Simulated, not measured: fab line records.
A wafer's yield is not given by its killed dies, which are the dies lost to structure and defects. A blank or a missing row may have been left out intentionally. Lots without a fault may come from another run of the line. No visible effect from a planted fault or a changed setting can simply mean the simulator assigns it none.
One fault through the eyes of 2 desks / flow n5 finfet / what lay behind the numbers comes last; until then each desk has only its own

## METROLOGY DESK
Means of the sampled wafers that have a number, per lot and without regard to the tool the lot ran on: this is what the gauges read. Any lot whose mean is over 4 standard deviations away from the usual mean is out of limits and marked OUT; that distance is given in the brackets.
Columns: A = cd nm at N5_FIN_SAQP_CD_MEAS_31, usual 8.14 nm
lot=L734; first seen here=day 3 03:23; A=8.24
lot=L736; first seen here=day 3 14:14; A=8.32
lot=L739; first seen here=day 4 07:34; A=8.05
lot=L742; first seen here=day 5 04:29; A=8.16
lot=L744; first seen here=day 5 14:27; A=8.21
lot=L748; first seen here=day 6 14:14; A=7.97
This desk found nothing out of limits on any of the 6 lots.

## DESK OF THE TOOL OWNER: rie si-06
The tool's own readings at N5_FIN_SAQP_ETCH_64 (etches SiO2 in CF4, target depth 1.5 nm): means of the sampled wafers that have a number, for each lot that ran on this tool. Any lot whose mean is over 4 standard deviations away from the usual mean is out of limits and marked OUT; that distance is given in the brackets.
Columns: A = drypump motor current A at N5_FIN_SAQP_ETCH_64, usual 5.7 A; B = oes product au at N5_FIN_SAQP_ETCH_64, usual 0.995 a.u.; C = throttle valve pct at N5_FIN_SAQP_ETCH_64, usual 21.77 %
lot=L736; first seen here=day 3 14:34; A=6.1; B=1.001; C=21.50
lot=L739; first seen here=day 4 07:53; A=5.9; B=1.058; C=21.73
lot=L744; first seen here=day 5 14:46; A=5.8; B=1.110 (+7.2) OUT; C=21.91
This desk's verdict: out of limits on L744, starting with L744 at day 5 14:46 (oes product au at N5_FIN_SAQP_ETCH_64). In limits: L736, L739.

## PUT TOGETHER
An alarm could have come from the tool owner's desk at day 5 14:46, on L744.
Metrology desk: nothing out of limits seen.
The metrology desk holds a record of L744, inside its limits.
Every lot named ran N5_FIN_SAQP_ETCH_64 on rie si-06.

## WHAT HAD BEEN PUT IN BY THE SIMULATOR
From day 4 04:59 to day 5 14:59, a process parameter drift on rie si-06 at N5_FIN_SAQP_ETCH_64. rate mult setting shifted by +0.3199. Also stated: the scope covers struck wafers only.
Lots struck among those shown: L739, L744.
Delay in hours, fault start to first out-of-limits reading, by desk: the tool owner's desk at 34.
